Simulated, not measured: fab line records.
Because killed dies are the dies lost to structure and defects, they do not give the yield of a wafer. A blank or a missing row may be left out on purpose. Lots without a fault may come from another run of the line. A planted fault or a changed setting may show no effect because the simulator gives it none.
fab line records	flow n5-finfet
[record] lots = 3	wafers = 9	last-day = 18
route steps=1938 shown HKMG_FIN@436 GATE_CUT@465 BEOL_M4@1111 PASSIVATION@1936
lots with no fault: from the same line, run without faults
start-h: hours from the record's first day to the start of the lot's first wafer shown	wait-h: time in hours since the lot's previous step	" unchanged from the row above	L1.1+2: one row covering several wafers at once	- either no value or no given start	* or withheld: withheld	< > ~ a bound
route shown NAME@n: names a module that has steps shown in the file, with the first one's number in the route	usual: mean/standard deviation of fault-free wafers	same: alike in all rows	chamber/n: place in a boat	sites: each site's reading	_std_site: the values' standard deviation	_edge_site: outer sites' mean less inner sites'	radius-mm: how far each site lies from the wafer's centre	mask NAME#n: copy n	behind: tool/chamber where the wafer was last shaped	hold: reason for holding the lot/hours on hold/outcome of the hold	device: transistor that didn't switch, given as n, p or np	end of line: the route-end tests of the same wafers	a step given without rows: its recipe and nothing more	killed: count of dies lost to structure and defects at first sort (not the wafer's yield)	map: dies across one wafer; x = killed, . = not, _ = none there
set.NAME: the run value of the setting; set.NAME@STEP: its run value at that earlier step	model.NAME: the simulator's own value behind a step, which no gauge read
certain route steps with their lots: each step a table, each wafer a row
services: from which hour (start-h, from the record's first day; less than 0 if before it) a tool's chamber was out of use, for how many hours, and why
[[steps]]
[step N5_HKMG_FIN_STRIP_33]
[recipe] chemistry = N2/H2	temp-c = 40	n2-flow-sccm = 200	h2-flow-sccm = 200	rf-frequency-hz = 6e+07
[step N5_HKMG_FIN_STRIP_34]
[recipe] chemistry = CF4	resist = SiARC	power-w = 300	bias-power-w = 75	pressure-mtorr = 50	cf4-flow-sccm = 150	rf-frequency-hz = 6e+07
[step N5_HKMG_FIN_ETCH_35]
[recipe] chemistry = N2/H2	target = SOC	target-depth-a = 2158	ion-energy-ev = 65	bias-w = 5	source-w = 3000	time-s = 243.4	pressure-mtorr = 30	n2-flow-sccm = 200	h2-flow-sccm = 200
[step N5_HKMG_FIN_STRIP_92]
[recipe] chemistry = N2/H2	material = SOC	time-s = 20	power-w = 500	temp-c = 40	pressure-mtorr = 50	rf-frequency-hz = 6e+07	bias-power-w = 8	h2-frac = 0.5	n2-flow-sccm = 300	h2-flow-sccm = 300
[step N5_HKMG_FIN_WET_ETCH_18]
[recipe] chemistry = SC1	target = TiN	mix = 1:1:5	temp-c = *	time-s = 55	target-depth-nm = 5.2	dry = ipa-marangoni	rinse-time-s = 30	rinse-temp-c = 23
[step N5_HKMG_FIN_STRIP_19]
[recipe] chemistry = N2/H2	power-w = 2500	temp-c = 300	h2-frac = 0.65	time-s = 360	pressure-mtorr = withheld	n2-flow-sccm = 1750	h2-flow-sccm = 3250
[step N5_HKMG_FIN_ALD_91]
[recipe] material = TiN	target-thk-a = 10	temp-c = 400	ald-precursor-family = TiCl4	ald-co-reactant = NH3	pulse-time-s = 1	purge-time-s = 3	co-reactant-purge-time-s = 2	co-reactant-pulse-time-s = 2	ald-cycles = 47	pressure-torr = 3
[step N5_HKMG_FIN_COAT_85]
[recipe] resist = SOC	temp-c = 250	time-s = 60	spin-rpm = 1500	resist-thk-nm = 300
[step N5_HKMG_FIN_ETCH_86]
[recipe] chemistry = N2/H2	target = SOC	target-depth-a = 3932	stop-on = TiN	ion-energy-ev = 100	bias-w = 61	pressure-mtorr = 30	source-w = 850	n2-flow-sccm = 200	h2-flow-sccm = 200
[step N5_HKMG_FIN_STRIP_89]
[recipe] chemistry = N2/H2	material = SOC	time-s = 20	power-w = 500	temp-c = 40	pressure-mtorr = 50	rf-frequency-hz = 6e+07	bias-power-w = 8	h2-frac = 0.5	n2-flow-sccm = 300	h2-flow-sccm = 300
[step N5_HKMG_FIN_WET_ETCH_87]
[recipe] chemistry = SC1	target = TiN	mix = 1:2:40	temp-c = 50	time-s = 154.2	target-depth-nm = 4.7	dry = ipa-marangoni	rinse-time-s = 30	rinse-temp-c = 23
[step N5_HKMG_FIN_STRIP_88]
[recipe] chemistry = N2/H2	power-w = 2500	temp-c = 300	h2-frac = 0.65	time-s = 360	pressure-mtorr = withheld	n2-flow-sccm = 1750	h2-flow-sccm = 3250
[step N5_HKMG_FIN_NWFM_ALD_20]
[recipe] material = TiAlC	target-thk-a = 20	temp-c = 300	ald-precursor-family = TiCl4	ald-co-reactant = TEA	pulse-time-s = 3	purge-time-s = 2	co-reactant-purge-time-s = 2	co-reactant-pulse-time-s = 10	ald-cycles = 7	pressure-torr = 3
[usual] ald-cycles = 7/0	chamber-pressure-Torr = 3.000/0.0059	heater-power-w = 492/57	precursor-pulse-height-rel = 1.002/0.02
lot.wafer	tool	chamber	start-h	wait-h	ald-cycles	chamber-pressure-Torr	heater-power-w	precursor-pulse-height-rel	model.TiAlC_of_HKMG_FIN_NWFM_ALD_20.thk-nm
L691.1	ald-metal-04	1	110.69	0.3	7	3.001	584	1.029	2
L691.2	"	0	"	"	7	3.006	419	1.029	2
L691.5	"	3	"	"	7	2.996	418	1.021	2
L701.1	ald-metal-04	1	172.14	0.3	4	3.008	570	0.997	1.2
L701.5	"	1	"	"	4	2.996	598	0.981	1.2
L701.6	"	0	"	"	7	3.005	432	1.035	2
L708.1	ald-metal-01	2	209.87	0.3	7	2.994	500	1.011	2
L708.5	"	3	"	"	7	3.007	532	0.996	2
L708.6	"	2	"	"	7	3.017	506	1.000	2
[step N5_HKMG_FIN_ALD_71]
[recipe] material = TiN	target-thk-a = 10	temp-c = 400	ald-precursor-family = TiCl4	ald-co-reactant = NH3	pulse-time-s = 1	purge-time-s = 3	co-reactant-purge-time-s = 2	co-reactant-pulse-time-s = 2	ald-cycles = 47	pressure-torr = 3
[step N5_HKMG_FIN_COAT_66]
[recipe] resist = SOC	temp-c = 250	time-s = 60	spin-rpm = 1500	resist-thk-nm = 300
[step N5_HKMG_FIN_ETCH_67]
[recipe] chemistry = N2/H2	target = SOC	target-depth-a = 3889	stop-on = TiN	ion-energy-ev = 100	bias-w = 61	pressure-mtorr = 30	source-w = 850	n2-flow-sccm = 200	h2-flow-sccm = 200
[step N5_HKMG_FIN_STRIP_90]
[recipe] chemistry = N2/H2	material = SOC	time-s = 20	power-w = 500	temp-c = 40	pressure-mtorr = 50	rf-frequency-hz = 6e+07	bias-power-w = 8	h2-frac = 0.5	n2-flow-sccm = 300	h2-flow-sccm = 300
[step N5_HKMG_FIN_WET_ETCH_73]
[recipe] chemistry = SC1	mix = 1:2:40	temp-c = 50	time-s = 42.3	target-depth-nm = 1.3	dry = ipa-marangoni	rinse-time-s = 30	rinse-temp-c = 23
[step N5_HKMG_FIN_ETCHBACK_68]
[recipe] chemistry = Cl2/Ar	stop-on = HfO2	target-depth-a = 5	pressure-mtorr = 10	icp-w = 600	bias-w = 60	Cl2_flow_sccm = 40	Ar_flow_sccm = 60
[step N5_HKMG_FIN_STRIP_69]
[recipe] chemistry = N2/H2	power-w = 2500	temp-c = 300	h2-frac = 0.65	time-s = 360	pressure-mtorr = withheld	n2-flow-sccm = 1750	h2-flow-sccm = 3250
[step N5_HKMG_FIN_ALD_21]
[recipe] material = TiN	target-thk-a = 15	temp-c = 400	ald-precursor-family = TiCl4	ald-co-reactant = NH3	pulse-time-s = 1	purge-time-s = 3	co-reactant-purge-time-s = 2	co-reactant-pulse-time-s = 2	ald-cycles = 68	pressure-torr = 3
[step N5_HKMG_FIN_ALD_72]
[recipe] material = W	target-thk-a = 20	temp-c = 300	pressure-torr = 7.5	ald-precursor-family = WF6	ald-co-reactant = B2H6	pulse-time-s = 1	purge-time-s = 2	co-reactant-purge-time-s = 2	co-reactant-pulse-time-s = 3	ald-cycles = 7
[step N5_HKMG_FIN_W_FILL_22]
[recipe] material = W	target-thk-a = 600	temp-c = 400	pressure-torr = 39.4	time-s = 18.2
[step N5_HKMG_FIN_PRECLEAN_83]
[recipe] chemistry = DIW	time-s = 57.5	temp-c = 23
[step N5_HKMG_FIN_SRD_84]
[recipe] dry-time-s = 32	dry = n2-spin	spin-rpm = 1500
[step N5_HKMG_FIN_CMP_23]
[recipe] stop-on = SiNx	t-overpolish-s = 10	post-cmp-clean = rinse-only	down-force-psi = 4	platen-rpm = 50.289	pad-velocity-m-s = 1.0006	target-thk-nm = 46.326
[step N5_HKMG_FIN_CMP_94]
[recipe] stop-on = SiNx	post-cmp-clean = w-dilute-nh4oh	t-overpolish-s = 4.7	down-force-psi = 4	platen-rpm = 50.289	pad-velocity-m-s = 1.0006	target-thk-nm = 43.299
[step N5_GATE_CUT_ETCHBACK_00]
[recipe] chemistry = SF6/Cl2	target = W	pressure-mtorr = 8	icp-w = 900	bias-w = 80	SF6_flow_sccm = 40	Cl2_flow_sccm = 60
[step N5_GATE_CUT_ETCH_56]
[recipe] chemistry = Cl2/Ar	target = TiN	target-depth-a = 216	pressure-mtorr = 10	icp-w = 600	bias-w = 60	Cl2_flow_sccm = 40	Ar_flow_sccm = 60
[step N5_GATE_CUT_ETCHBACK_30]
[recipe] chemistry = Cl2/Ar	target = TiN	target-depth-a = 30	mode = isotropic	pressure-mtorr = 10	icp-w = 600	bias-w = 60	Cl2_flow_sccm = 40	Ar_flow_sccm = 60
[step N5_GATE_CUT_VAPOR_ETCH_60]
[recipe] chemistry = BCl3/Cl2	target = HfO2	mode = isotropic
[step N5_GATE_CUT_ETCH_58]
[recipe] chemistry = CH3F/O2	target = SiNx	target-depth-a = 170	time-s = 128.6	ion-energy-ev = 50	pressure-mtorr = 30	source-w = 415	bias-w = 21	Ar_flow_sccm = 150	CH3F_flow_sccm = 30	O2_flow_sccm = 20
[step N5_GATE_CUT_STRIP_59]
[recipe] chemistry = N2/H2	time-s = 20	power-w = 100	temp-c = 40	pressure-mtorr = 100	rf-frequency-hz = 6e+07	bias-power-w = 3	n2-flow-sccm = 300	h2-flow-sccm = 300
[step N5_GATE_CUT_PRECLEAN_31]
[recipe] temp-c = 23	chemistry = DIW	time-s = 300
[step N5_GATE_CUT_SRD_32]
[recipe] time-s = 30	temp-c = 23	rinse-liquid = diw	dry = ipa-marangoni
[step N5_GATE_CUT_SAC_CAP_01]
[recipe] material = SiNx	target-thk-a = 240	temp-c = 400	ald-precursor-family = SiH2I2	ald-co-reactant = N2/H2-plasma	pulse-time-s = 1	ald-cycles = 480	purge-time-s = 2	co-reactant-purge-time-s = 2	pressure-torr = 2
[step N5_GATE_CUT_PECVD_57]
[recipe] material = SiNx	target-thk-a = 210	temp-c = 400	precursor = SiH4/NH3/N2	pressure-torr = 1.5	rf-w = 300
[step N5_GATE_CUT_CMP_02]
[recipe] stop-on = SiO2	t-overpolish-s = 12.7	post-cmp-clean = alkaline-brush	down-force-psi = 2.5	platen-rpm = 51.8	pad-velocity-m-s = 1.0307	target-thk-nm = 0
[step N5_GATE_CUT_HM_DEP_46]
[recipe] material = SiO2	target-thk-a = 1300	temp-c = 400	precursor = TEOS/O2	pressure-torr = 6.5	rf-w = 900	teos-flow-sccm = 161.4	gas = O2	flow-sccm = 2650	time-s = 26.6
[step N5_BEOL_M4_RC_MEAS_101]
[usual] DIBL_N = 37.1/1.8	DIBL_P = 37.2/2.1	IOFF_N = 0.17/0.033	IOFF_N_85C = 3.3/0.53	IOFF_N_LIN = 0.078/0.012	IOFF_N_LONG = 5.47e-05/2.6e-06	IOFF_P = 0.22/0.037	IOFF_P_85C = 3.7/0.53	IOFF_P_LIN = 0.100/0.014	IOFF_P_LONG = 0.000102/1e-05	ION_N = 680/11	ION_P = 464/7.7	SS_N = 71.7/0.63	SS_P = 73.6/0.67	VT_N = 248.9/2.9	VT_N_LONG = 275.3/1.8	VT_N_LVT = 97/3	VT_P = -251/3.6	VT_P_LONG = -277/3.5	VT_P_LVT = -99/3.1
lot.wafer	tool	chamber	start-h	wait-h	DIBL_N[mV/V]	DIBL_P[mV/V]	IOFF_N[nA/um]	IOFF_N_85C[nA/um]	IOFF_N_LIN[nA/um]	IOFF_N_LONG[nA/um]	IOFF_P[nA/um]	IOFF_P_85C[nA/um]	IOFF_P_LIN[nA/um]	IOFF_P_LONG[nA/um]	ION_N[uA/um]	ION_P[uA/um]	SS_N[mV/dec]	SS_P[mV/dec]	VT_N[mV]	VT_N_LONG[mV]	VT_N_LVT[mV]	VT_P[mV]	VT_P_LONG[mV]	VT_P_LVT[mV]
L691.1	prober-02	0	216.13	0.0	37.1	36.5	0.17	3.3	0.081	5.58e-05	0.22	3.7	0.100	0.000104	691	468	72.3	73.3	248.0	275.5	95	-251	-278	-97
L691.2	"	0	"	"	36.5	35.2	0.15	3.0	0.072	5.58e-05	0.19	3.3	0.089	9.9e-05	679	461	72.1	73.2	249.9	276.5	98	-254	-277	-100
L691.5	"	0	"	"	37.0	36.1	0.16	3.2	0.079	5.4e-05	0.22	3.7	0.100	0.000101	679	462	72.8	74.0	249.4	275.3	97	-248	-276	-96
L701.1	prober-02	0	281.74	0.0	35.9	36.3	0.01	0.3	0.004	2.23e-05	0.40	6.4	0.197	0.000196	496	491	71.1	73.5	328.4	356.6	178	-232	-257	-78
L701.5	"	0	"	"	34.2	34.2	0.01	0.2	0.003	2.1e-05	0.34	5.6	0.177	0.000191	484	484	71.8	72.7	335.2	355.2	180	-235	-255	-80
L701.6	"	0	"	"	37.5	38.5	0.19	3.7	0.087	5.5e-05	0.21	3.7	0.099	9.2e-05	684	455	71.6	73.7	245.6	275.0	93	-252	-282	-98
L708.1	prober-02	0	322.70	0.0	37.2	35.6	0.14	2.8	0.065	5.23e-05	0.18	3.3	0.090	0.000107	654	453	72.0	73.4	252.4	278.2	101	-253	-278	-102
L708.5	"	0	"	"	37.6	37.6	0.15	3.0	0.072	5.14e-05	0.21	3.7	0.099	0.000109	672	462	71.8	73.4	248.3	275.3	100	-249	-278	-99
L708.6	"	0	"	"	39.4	38.4	0.18	3.5	0.081	5.37e-05	0.22	3.9	0.103	0.00011	689	462	72.2	73.1	248.2	273.8	98	-249	-276	-99
[step N5_PASSIVATION_PROBE_49]
[usual] defect-limited-yield = 91.7/1.5	killed_at_M0_to_M3 = 32/10	killed_at_M4_up = 14/5.3	killed-at-contacts = 13/5.7	killed-at-front-end = 37/10	killed-at-other = 3.3/2.5	killed-dies = 98/18	killed-open = 65/13	killed-short = 31/7.5	sort_bin_4_leakage = 0.00/0.0099	sort_bin_5_function = 4.9/0.91	sort_bin_6_memory = 3.1/0.71	sort_bin_8_speed = 0.00/0.017	sort-n-pass = 1082/18	sort-yield-pct = 91.7/1.5
[same] gross-dies = 1180	killed-at-back-side = 0
lot.wafer	tool	chamber	start-h	wait-h	defect-limited-yield[%]	killed_at_M0_to_M3	killed_at_M4_up	killed-at-contacts	killed-at-front-end	killed-at-other	killed-dies	killed-open	killed-short	sort_bin_4_leakage[%]	sort_bin_5_function[%]	sort_bin_6_memory[%]	sort_bin_8_speed[%]	sort-n-pass	sort-yield-pct[%]
L691.1	prober-01	-	316.67	0.0	92.5	22	10	11	41	4	88	66	21	0	4.1	3.3	0	1092	92.5
L691.2	prober-01	-	316.72	0.1	94.4	25	8	3	28	2	66	42	23	0	4.2	1.4	0	1114	94.4
L691.5	prober-01	-	316.87	0.2	93.1	14	11	27	28	2	82	49	29	0	4.1	2.5	0	1098	93.1
L701.1	prober-01	-	386.55	0.0	91.7	34	14	7	40	3	98	61	34	0.25	5.1	3.1	91.44	0	0
L701.5	prober-01	-	386.75	0.2	92.5	29	10	4	42	3	88	52	31	0.08	4.2	2.7	92.46	0	0
L701.6	prober-01	-	386.80	0.3	92.0	28	12	9	41	4	94	53	36	0	4.6	3.0	0	1086	92.0
L708.1	prober-02	-	434.58	0.0	89.7	33	25	11	44	8	121	83	38	0	5.8	4.0	0	1059	89.7
L708.5	prober-02	-	434.78	0.2	90.3	23	18	15	58	1	115	78	37	0	5.6	3.8	0	1065	90.3
L708.6	prober-02	-	434.83	0.3	90.4	34	16	11	45	7	113	63	50	0	5.6	3.7	0	1067	90.4
// killed by level:class
L691.1 MOL_CONTACT_COAG:geometric-particle:open=10 FIN_SAQP:geometric-particle:open=9 BEOL_M2:geometric-particle:open=7 STI_FIN_REVEAL:geometric-particle:open=6 DUMMY_GATE:geometric-particle:open=6 FIN_SAQP:geometric-particle:short=4 BEOL_M3:geometric-particle:open=4 BEOL_M4:geometric-particle:open=4
L691.2 FIN_SAQP:geometric-particle:short=7 FIN_SAQP:geometric-particle:open=5 BEOL_M3:geometric-particle:open=5 GATE_CUT:geometric-particle:open=4 BEOL_M0_SAQP:geometric-particle:short=4 BEOL_M0_SAQP:geometric-particle:open=4 BEOL_M1:geometric-particle:open=4 BEOL_M4:geometric-particle:open=4
L691.5 MOL_CONTACT_COAG:geometric-particle:open=20 FIN_SAQP:geometric-particle:short=7 MOL_CONTACT_COAG:geometric-particle:short=7 BEOL_M0_SAQP:geometric-particle:short=4 DUMMY_GATE:geometric-particle:open=3 SDB:geometric-particle:open=3 BEOL_M0_SAQP:geometric-particle:open=3 BEOL_M3:geometric-particle:open=3
L701.1 FIN_SAQP:geometric-particle:short=11 DUMMY_GATE:geometric-particle:open=9 FIN_SAQP:geometric-particle:open=7 MOL_CONTACT_COAG:geometric-particle:open=5 BEOL_M0_SAQP:geometric-particle:open=5 BEOL_M1:geometric-particle:open=5 BEOL_M2:geometric-particle:open=5 STI_FIN_REVEAL:geometric-particle:open=4
L701.5 FIN_SAQP:geometric-particle:short=13 FIN_SAQP:geometric-particle:open=10 BEOL_M0_SAQP:geometric-particle:open=9 BEOL_M2:geometric-particle:open=9 DUMMY_GATE:geometric-particle:open=5 BEOL_M0_SAQP:geometric-particle:short=5 MOL_CONTACT_COAG:geometric-particle:open=3 BEOL_M3:geometric-particle:open=3
L701.6 FIN_SAQP:geometric-particle:open=13 FIN_SAQP:geometric-particle:short=8 BEOL_M0_SAQP:geometric-particle:open=8 BEOL_M0_SAQP:geometric-particle:short=7 MOL_CONTACT_COAG:geometric-particle:open=6 STARTING-WAFER:geometric-particle:short=4 DUMMY_GATE:geometric-particle:open=3 MOL_CONTACT_COAG:geometric-particle:short=3
L708.1 FIN_SAQP:geometric-particle:open=21 BEOL_M0_SAQP:geometric-particle:open=11 BEOL_M0_SAQP:geometric-particle:short=10 BEOL_M5:geometric-particle:open=10 MOL_CONTACT_COAG:geometric-particle:open=7 BEOL_M2:geometric-particle:open=7 FIN_SAQP:geometric-particle:short=6 GATE_CUT:geometric-particle:short=6
L708.5 FIN_SAQP:geometric-particle:open=18 MOL_CONTACT_COAG:geometric-particle:open=13 STI_FIN_REVEAL:geometric-particle:open=9 FIN_SAQP:geometric-particle:short=8 GATE_CUT:geometric-particle:short=7 BEOL_M4:geometric-particle:short=6 BEOL_M0_SAQP:geometric-particle:open=6 BEOL_M2:geometric-particle:open=5
L708.6 BEOL_M0_SAQP:geometric-particle:short=11 BEOL_M0_SAQP:geometric-particle:open=11 FIN_SAQP:geometric-particle:short=9 FIN_SAQP:geometric-particle:open=8 BEOL_M4:geometric-particle:open=8 GATE_CUT:geometric-particle:short=7 GATE_CUT:geometric-particle:open=6 MOL_CONTACT_COAG:geometric-particle:short=6
// map L701.1 (x killed, . not)
_________________............________________
______________...........x..x..._____________
___________...x.................x..__________
__________......x......x....x......._________
________.............................x_______
_______...x..x.........................______
______.................................._____
_____...........x...x...........x..x.....____
____..x..................x......x.........___
___x....................x..................__
___.x......................................__
__..x...xxx....xx...x.............x.......x._
__x.........x.......x......................._
_........x...............xx.........x........
_..x.............................x.x......x..
_..........x....x.....x.....x....x...........
_..x...............x.....x......x............
_...x.............x..x........x....x...x.....
_.........x..x...............x...x...........
_.x.....................x..........x.x...xx..
_.........xx....x........................x...
__..............x..................x........_
__...x...x.......x...............x.........._
___.......................x..x........x...x__
___..x...x.................................__
____......................................___
_____..x.......x...........x......x......____
______.................................._____
_______........x........x..............______
________...x............x........x...._______
__________.....x......x............._________
___________............xx..........__________
______________.................._____________
_________________...x...x.x.x________________
// map L691.1 (x killed, . not)
_________________.......x...x________________
______________.................x_____________
___________...x....................__________
__________.........................._________
________x.............x.............xx_______
_______...........x.........x..........______
______...x.....x...x..........xx........_____
_____.......x........x...................____
____......x.xx..x.........................___
___.......................................x__
___...........................x............__
__...x.............x.........x.............._
__.....................x..xx..............x._
_........................x...x.........x.....
_............x..........x....x..............x
_x............................x.x............
_.......x.x..................x............x.x
_....x.......................................
_.x..........x......................xx...x..x
_.......x....................xx.......x......
_.x.x.x.............x......................x.
__.........................................._
__.x............x............x.........xx..._
___............x...x.......................__
___.........x.x...x..x.....x.x.............__
____.............x..................x.....___
_____....................x...x...........____
______..................x.........x.x..._____
_______........x.............x..x......______
________.....................x.....x.._______
__________...............x.........._________
___________........................__________
______________.................._____________
_________________..........x.________________
[[services]]
tool	chamber	start-h	hours	kind
ald-metal-01	-	197.87	2.8	pm
[[key]]
[first-sign] step = N5_HKMG_FIN_NWFM_ALD_20	reading = ald-cycles	direction = down	sigmas = 99+	usual = *	struck = *
[effect] step = N5_BEOL_M4_RC_MEAS_101	reading = VT_N_LONG	direction = up	sigmas = 46	usual = 275.3	struck = 355.9
[effect] step = N5_BEOL_M4_RC_MEAS_101	reading = VT_N	direction = up	sigmas = 28	usual = 248.9	struck = 331.8
[effect] step = N5_BEOL_M4_RC_MEAS_101	reading = VT_N_LVT	direction = up	sigmas = 27	usual = 97	struck = 179
[effect] step = N5_BEOL_M4_RC_MEAS_101	reading = ION_N	direction = down	sigmas = 17	usual = 680	struck = 490
[effect] step = N5_BEOL_M4_RC_MEAS_101	reading = IOFF_N_LONG	direction = down	sigmas = 13	usual = 5.47e-05	struck = 2.17e-05
[effect] step = N5_BEOL_M4_RC_MEAS_101	reading = IOFF_P_LONG	direction = up	sigmas = 9.1	usual = 0.000102	struck = 0.000193
[effect] step = N5_BEOL_M4_RC_MEAS_101	reading = VT_P_LVT	direction = up	sigmas = 6.5	usual = -99	struck = -79
[effect] step = N5_BEOL_M4_RC_MEAS_101	reading = IOFF_P_LIN	direction = up	sigmas = 6.2	usual = 0.100	struck = 0.187
[effect] step = N5_BEOL_M4_RC_MEAS_101	reading = IOFF_N_LIN	direction = down	sigmas = 6.1	usual = 0.078	struck = 0.004
[effect] step = N5_BEOL_M4_RC_MEAS_101	reading = VT_P_LONG	direction = up	sigmas = 6.1	usual = -277	struck = -256
[effect] step = N5_BEOL_M4_RC_MEAS_101	reading = IOFF_N_85C	direction = down	sigmas = 5.7	usual = 3.3	struck = 0.2
[effect] step = N5_BEOL_M4_RC_MEAS_101	reading = IOFF_N	direction = down	sigmas = 5	usual = 0.17	struck = 0.01
[effect] step = N5_PASSIVATION_PROBE_49	reading = sort_bin_8_speed	direction = up	sigmas = 99+	usual = 0.00	struck = 91.95
[model-effect] step = N5_HKMG_FIN_NWFM_ALD_20	value = TiAlC_of_HKMG_FIN_NWFM_ALD_20.thk-nm	without = 2	struck = 1.2
met-at N5_HKMG_FIN_NWFM_ALD_20
struck-wafers L701.1,L701.5
onset-between 110.69 172.14
[fault] kind = process-parameter-drift	tool = ald-metal-04	chamber = 1	onset-h = 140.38	steps = N5_HKMG_FIN_NWFM_ALD_20	channel = ald-cycles	offset = *	shape = step	end-h = 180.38	acts-in = *	stated = *
